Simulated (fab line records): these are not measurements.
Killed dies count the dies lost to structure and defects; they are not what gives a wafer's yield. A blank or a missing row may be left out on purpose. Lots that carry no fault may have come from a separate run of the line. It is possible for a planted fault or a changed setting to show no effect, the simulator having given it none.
Matching of chambers	flow nand_harc	NHARC_P_GATE_STRIP_108 on rie_diel-03 has 4 sister chambers
The step strips in O2. 8 wafers are shown with their chamber, then 8 later ones without.

## EACH WAFER AND ITS CHAMBER
wafer	chamber	showerhead_plenum_p_Torr (Torr)	drypump_motor_current_A (A)
L240.1	3	3.30	5.3
L239.4	3	3.30	5.3
L245.1	2	3.75	5.7
L245.3	0	3.56	5.6
L247.2	0	3.55	5.5
L247.3	1	3.33	6.4
L247.4	2	3.75	5.7
L248.1	1	3.32	6.4

## WAFERS WITH NO CHAMBER GIVEN
wafer	showerhead_plenum_p_Torr (Torr)	drypump_motor_current_A (A)
L248.3	3.29	5.3
L248.4	3.55	5.6
L252.3	3.75	5.8
L252.5	3.75	5.7
L252.6	3.29	5.3
L260.1	3.32	6.3
L260.2	3.28	5.3
L260.5	3.28	5.3

## EACH ONE'S CHAMBER
wafer	from the rows above	in truth
L248.3	3	3
L248.4	0	0
L252.3	2	2
L252.5	2	2
L252.6	3	3
L260.1	1	1
L260.2	3	3
L260.5	3	3
Correctly placed: 8 of 8. From these rows, 0 cannot be placed. 0 placed wrongly.
How it was worked out, from the rows above alone: a wafer's distance from a chamber is the root of the sum, over the readings, of the square of ((its reading less the chamber's mean) divided by the reading's scatter). If the next closest chamber is less than 2 further off than the closest, the wafer can't be placed; otherwise it belongs to the closest. The mean given for a chamber averages the wafers shown for that chamber. How the scatter is found: for the shown wafers, subtract from each reading the mean of its chamber, square and add these, divide the total by (wafers less chambers), then take the root.
